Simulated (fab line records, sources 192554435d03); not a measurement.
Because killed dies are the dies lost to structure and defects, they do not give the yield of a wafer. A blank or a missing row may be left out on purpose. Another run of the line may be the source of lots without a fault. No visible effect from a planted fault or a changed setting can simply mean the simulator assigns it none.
Chamber matching / flow n5-finfet / N5_BEOL_M9_DEP_56 on pecvd-03: 3 sister chambers
The step deposits SiCN from 3MS/NH3, target thk 15 nm, time 26.5 s. 6 wafers are shown with their chamber, then 8 later ones without.

== WAFERS WITH THEIR CHAMBER ==
wafer=L079.3; chamber=0; showerhead-plenum-p-Torr (Torr)=3.687; throttle-valve-pct (%)=9.1
wafer=L079.6; chamber=1; showerhead-plenum-p-Torr (Torr)=3.654; throttle-valve-pct (%)=9.8
wafer=L081.1; chamber=1; showerhead-plenum-p-Torr (Torr)=3.653; throttle-valve-pct (%)=9.6
wafer=L081.2; chamber=2; showerhead-plenum-p-Torr (Torr)=3.659; throttle-valve-pct (%)=8.8
wafer=L081.5; chamber=2; showerhead-plenum-p-Torr (Torr)=3.661; throttle-valve-pct (%)=8.8
wafer=L082.1; chamber=0; showerhead-plenum-p-Torr (Torr)=3.675; throttle-valve-pct (%)=9.2

== WAFERS WITHOUT THEIR CHAMBER ==
wafer=L082.4; showerhead-plenum-p-Torr (Torr)=3.656; throttle-valve-pct (%)=9.4
wafer=L082.5; showerhead-plenum-p-Torr (Torr)=3.669; throttle-valve-pct (%)=8.7
wafer=L090.2; showerhead-plenum-p-Torr (Torr)=3.673; throttle-valve-pct (%)=8.9
wafer=L090.3; showerhead-plenum-p-Torr (Torr)=3.683; throttle-valve-pct (%)=9.2
wafer=L090.4; showerhead-plenum-p-Torr (Torr)=3.643; throttle-valve-pct (%)=9.3
wafer=L094.4; showerhead-plenum-p-Torr (Torr)=3.641; throttle-valve-pct (%)=9.0
wafer=L094.5; showerhead-plenum-p-Torr (Torr)=3.681; throttle-valve-pct (%)=8.7
wafer=L094.6; showerhead-plenum-p-Torr (Torr)=3.673; throttle-valve-pct (%)=8.5

== CHAMBER TAKEN BY EACH ==
wafer=L082.4; from the rows above=1; in truth=1
wafer=L082.5; from the rows above=2; in truth=2
wafer=L090.2; from the rows above=can't be placed: 2 or 0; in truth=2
wafer=L090.3; from the rows above=0; in truth=0
wafer=L090.4; from the rows above=can't be placed: 1 or 2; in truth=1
wafer=L094.4; from the rows above=2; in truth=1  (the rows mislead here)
wafer=L094.5; from the rows above=can't be placed: 2 or 0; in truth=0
wafer=L094.6; from the rows above=2; in truth=2
Correctly placed: 4 of 8. Can't be placed from these rows: 3 (the true chamber is among the candidates in 3). Placed wrongly: 1.
How it was worked out, from the rows above alone: a wafer's distance from a chamber is the root of the sum, over the readings, of the square of ((its reading less the chamber's mean) divided by the reading's scatter). The wafer belongs to the nearest chamber; if the next one is less than 2 further off, it can't be placed. For every chamber, the mean is computed from those of its wafers that are shown. The scatter is the square root of a quotient: the sum, over the shown wafers, of each reading's squared deviation from its chamber's mean, divided by wafers minus chambers.
